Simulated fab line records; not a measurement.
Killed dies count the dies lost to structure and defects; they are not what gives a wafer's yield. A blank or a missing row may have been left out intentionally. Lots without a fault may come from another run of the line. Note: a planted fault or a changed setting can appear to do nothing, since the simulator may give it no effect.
Which of the tools did it? | flow nand harc | Sampling: 12 lots, 36 wafers, 6 of 1302 route steps

WHAT THE GAUGES SHOWED, per wafer
NHARC_P_START_INSPECT_01.
lot  | measured     | on                | raw defect count
L761 | day 2 06:02  | defect inspect-02 | 1 7 3
L762 | day 2 16:02  | defect inspect-02 | 1 4 8
L763 | day 3 02:02  | defect inspect-01 | 3 2 2
L764 | day 3 12:02  | defect inspect-01 | 5 2 4
L765 | day 3 22:02  | defect inspect-01 | 4 4 5
L766 | day 4 08:02  | defect inspect-02 | 5 3 5
L775 | day 8 02:02  | defect inspect-01 | 5 3 7
L776 | day 8 12:02  | defect inspect-01 | 0 4 7
L778 | day 9 08:03  | defect inspect-02 | 4 4 4
L780 | day 10 04:02 | defect inspect-01 | 3 3 3
L781 | day 10 14:02 | defect inspect-02 | 3 5 2
L782 | day 11 00:02 | defect inspect-02 | 3 0 5

NHARC_P_ZERO_WELL_CD_MEAS_52: target cd 2000 nm.
lot  | measured     | on        | cd nm (nm)
L761 | day 2 14:43  | cd sem-01 | 2001.5 1999.9 2001.5
L762 | day 2 21:30  | cd sem-02 | 2000.8 1998.5 1999.9
L763 | day 3 07:55  | cd sem-02 | 1995.2 1997.2 1997.2
L764 | day 3 17:55  | cd sem-03 | 2004.7 2005.3 2004.0
L765 | day 4 04:04  | cd sem-02 | 1920.9 1917.2 1917.0 1921.0 1916.8 1916.7
L766 | day 4 13:59  | cd sem-02 | 1996.9 1996.1 1998.0
L775 | day 8 08:02  | cd sem-02 | 2000.0 2000.4 1999.1
L776 | day 8 17:38  | cd sem-03 | 2003.0 1997.1 1999.5
L778 | day 9 13:37  | cd sem-01 | 2001.6 2002.3 2002.3
L780 | day 10 09:54 | cd sem-01 | 2001.1 2001.8 2001.4
L781 | day 10 19:58 | cd sem-03 | 2003.4 2000.5 1998.0
L782 | day 11 05:51 | cd sem-03 | 1998.8 1999.6 1996.0

NHARC_P_STI_OCD_MEAS_17.
lot  | measured     | on     | trench depth nm (nm) | trench foot cd nm (nm)
L761 | day 3 10:39  | ocd-02 | 292 302 304          | 158.5 156.2 159.9
L762 | day 3 17:48  | ocd-01 | 305 294 304          | 157.0 155.9 155.1
L763 | day 4 01:39  | ocd-01 | 303 299 303          | 158.8 159.9 158.0
L764 | day 4 11:37  | ocd-01 | 302 299 297          | 157.2 153.0 157.1
L765 | day 4 22:23  | ocd-02 | 299 296 307          | 158.7 154.1 156.6
L766 | day 5 09:32  | ocd-01 | 302 300 301          | 152.7 154.9 155.4
L775 | day 9 01:54  | ocd-01 | 293 292 300          | 161.8 155.7 158.8
L776 | day 9 12:19  | ocd-02 | 300 291 298          | 157.6 161.4 161.6
L778 | day 10 08:16 | ocd-01 | 303 296 297          | 158.6 160.7 155.9
L780 | day 11 05:39 | ocd-02 | 295 304 305          | 160.7 155.8 161.5
L781 | day 11 13:43 | ocd-02 | 301 308 294          | 159.1 157.0 158.1
L782 | day 12 01:58 | ocd-01 | 303 292 301          | 158.1 160.8 157.6

NHARC_END_SORT_01.
lot  | measured     | on        | killed at array | killed at other | killed at periphery | killed dies | killed open | killed short
L765 | day 26 09:25 | prober-02 | 34 22 23        | 1 3 1           | 14 4 10             | 49 29 34    | 4 2 4       | 8 3 4

EACH LOT AND THE TOOL THAT RAN IT (in order: tool; ch and the chambers of the sampled wafers; start)
lot  | NHARC_P_ZERO_WELL_EXPOSE_49       | NHARC_P_STI_DESCUM_14
L761 | krf scanner-03 ch 0, day 2 14:33  | rie diel-11 ch 0,1,3, day 3 10:08
L762 | krf scanner-03 ch 0, day 2 21:21  | rie diel-02 ch 0,2,3, day 3 17:17
L763 | krf scanner-02 ch 0, day 3 07:45  | rie diel-02 ch 2,3, day 4 00:40
L764 | krf scanner-03 ch 0, day 3 17:46  | rie diel-01 ch 0,1,3, day 4 11:05
L765 | krf scanner-01 ch 0, day 4 03:55  | rie diel-11 ch 1,2,3, day 4 21:52
L766 | krf scanner-02 ch 0, day 4 13:50  | rie diel-02 ch 1,2,3, day 5 09:01
L775 | krf scanner-01 ch 0, day 8 07:53  | rie diel-02 ch 0,1, day 9 01:22
L776 | krf scanner-01 ch 0, day 8 17:29  | rie diel-11 ch 1,2,3, day 9 11:47
L778 | krf scanner-02 ch 0, day 9 13:28  | rie diel-11 ch 0,1, day 10 07:44
L780 | krf scanner-01 ch 0, day 10 09:45 | rie diel-01 ch 0,1,3, day 11 05:08
L781 | krf scanner-01 ch 0, day 10 19:49 | rie diel-01 ch 1,2,3, day 11 13:11
L782 | krf scanner-01 ch 0, day 11 05:41 | rie diel-11 ch 0,2,3, day 12 01:26
- NHARC_P_ZERO_WELL_EXPOSE_49: exposes mask P HVPW, target cd 2000 nm.
- NHARC_P_STI_DESCUM_14: chemistry O2, time 3 s.

WHAT THE TOOLS THEMSELVES READ (means of the sampled wafers that have a number; where no wafer has one, the mark that the record gives instead)
NHARC_P_STI_DESCUM_14.
lot  | tool        | chamber pressure mTorr (mTorr) | drypump motor current A (A) | oes product au (a.u.) | rf vpp V (V) | showerhead plenum p Torr (Torr) | throttle valve pct (%)
L761 | rie diel-11 | 59.99                          | 5.7                         | 1.000                 | 58.5         | 1.89                            | 11.309
L762 | rie diel-02 | 59.99                          | 5.5                         | 0.989                 | 58.1         | 1.96                            | 11.308
L763 | rie diel-02 | 60.01                          | 5.6                         | 0.990                 | 58.4         | 2.01                            | 11.310
L764 | rie diel-01 | 59.98                          | 5.7                         | 1.007                 | 58.1         | 1.94                            | 11.308
L765 | rie diel-11 | 60.01                          | 5.6                         | 0.997                 | 57.8         | 1.89                            | 11.304
L766 | rie diel-02 | 60.02                          | 5.8                         | 0.995                 | 57.5         | 1.94                            | 11.299
L775 | rie diel-02 | 59.92                          | 5.4                         | 0.994                 | 57.0         | 1.84                            | 11.310
L776 | rie diel-11 | 60.01                          | 5.6                         | 0.999                 | 58.6         | 1.89                            | 11.304
L778 | rie diel-11 | 60.01                          | 6.0                         | 1.012                 | 57.8         | 1.90                            | 11.314
L780 | rie diel-01 | 59.94                          | 5.8                         | 1.014                 | 57.6         | 1.94                            | 11.315
L781 | rie diel-01 | 59.98                          | 5.4                         | 0.997                 | 57.4         | 1.93                            | 11.311
L782 | rie diel-11 | 60.04                          | 5.4                         | 0.999                 | 57.6         | 1.91                            | 11.310

THE ANSWER, worked out from the rows above alone
Rule: the usual values come from the lots themselves. The widest of any qualifying gaps counts: lots, ordered by their means at a reading, are off when they make up no more than a third of the lots, leave a main group of 4 or more, and stand apart from it by 3 or more times the standard deviation of that group's means. The tables above print the reading to a certain number of digits; a main group whose means all agree to those digits is not used. Also off: a lot with no number at a reading for which 4 or more lots have one. The other lots that the step has rows for count as sound. The gauges are gone through in route order, then the tools' own readings, and for those a lot's mean is taken as printed above. At the first step where some lot is off, the reading lying furthest off is the one used; lots without a number count as furthest.
Off, at NHARC_P_ZERO_WELL_CD_MEAS_52 on cd nm: L765. The main group has a mean of 2000.1 nm with a standard deviation of 2.2.
If a tool, at a process step before that reading, ran all the lots that are off and no sound lot after the first of them, it fits. Gauges at NHARC_P_ZERO_WELL_CD_MEAS_52: tried the same way as those tools. Not one of the candidates tried fits.

WHAT WAS PUT IN BY THE SIMULATOR
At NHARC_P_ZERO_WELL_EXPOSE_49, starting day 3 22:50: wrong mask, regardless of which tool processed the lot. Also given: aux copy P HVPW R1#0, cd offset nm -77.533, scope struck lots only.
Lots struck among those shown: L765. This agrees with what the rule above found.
